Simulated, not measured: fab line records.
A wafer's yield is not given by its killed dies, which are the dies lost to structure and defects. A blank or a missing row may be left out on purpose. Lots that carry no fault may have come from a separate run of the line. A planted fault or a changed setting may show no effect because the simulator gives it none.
Which tool did it? | flow n5Finfet | 66 wafers sampled from 22 lots at 1 step of a route of 1938

== WHAT EACH GAUGE READ, for each wafer ==
N5_FIN_SAQP_THK_MEAS_05.
lot  | measured    | on           | thkNm (nm)
L074 | day 1 21:02 | filmMetro-02 | 37.3 38.9 38.5
L075 | day 2 04:52 | filmMetro-01 | 37.6 38.3 38.9
L076 | day 2 10:14 | filmMetro-02 | 37.9 37.9 38.4
L077 | day 2 15:42 | filmMetro-01 | 37.1 37.6 38.5
L078 | day 2 21:04 | filmMetro-02 | 36.7 37.4 37.1
L079 | day 3 02:44 | filmMetro-01 | 37.8 38.0 38.2
L080 | day 3 09:10 | filmMetro-02 | 38.1 37.6 38.7
L081 | day 3 15:14 | filmMetro-01 | 37.3 37.6 37.8
L082 | day 3 21:58 | filmMetro-02 | 36.7 38.4 38.0
L083 | day 4 03:20 | filmMetro-01 | 38.0 38.8 39.0
L084 | day 4 11:17 | filmMetro-01 | 37.7 37.1 38.1
L085 | day 4 15:52 | filmMetro-01 | 37.2 37.6 38.4
L086 | day 4 23:44 | filmMetro-01 | 37.3 38.0 37.5
L088 | day 5 10:13 | filmMetro-01 | 37.8 37.8 38.5
L089 | day 5 15:51 | filmMetro-01 | 39.0 38.4 39.6
L090 | day 5 22:43 | filmMetro-02 | 37.7 38.3 37.8
L091 | day 6 03:25 | filmMetro-01 | 38.1 38.7 38.0
L093 | day 6 20:52 | filmMetro-02 | 38.2 38.4 38.0
L094 | day 6 22:13 | filmMetro-02 | 37.9 38.2 38.6
L095 | day 7 03:37 | filmMetro-02 | 37.0 38.1 37.6
L096 | day 7 09:19 | filmMetro-02 | 37.2 38.6 38.5
L097 | day 7 14:58 | filmMetro-02 | 37.1 37.2 38.3

== TOOL THAT RAN EACH LOT (tool first, then ch and the chambers of the sampled wafers, then the start) ==
The record holds no process step before these readings.

== AS READ BY THE TOOLS THEMSELVES (means over the sampled wafers that have a number; for cases with no such wafer, the mark the record gives instead) ==
The record holds no such reading with a usual standard deviation.

== THE ANSWER, worked out from the rows above alone ==
Rule: the lots themselves supply what counts as usual. The widest of any qualifying gaps counts: lots, ordered by their means at a reading, are off when they make up no more than a third of the lots, leave a main group of 4 or more, and stand apart from it by 3 or more times the standard deviation of that group's means. The tables above print the reading to a certain number of digits; a main group whose means all agree to those digits is not used. Also off: a lot with no number at a reading for which 4 or more lots have one. The other lots that the step has rows for count as sound. After the gauges, taken in route order, come the tools' own readings; for these a lot's mean is taken, as printed above. The first step at which some lot is off is used, and at that step the reading that is off furthest; a lot without a number counts as furthest.
Nothing can be told from this: no lot is off at any reading shown.

== WHAT THE SIMULATOR HAD PUT IN ==
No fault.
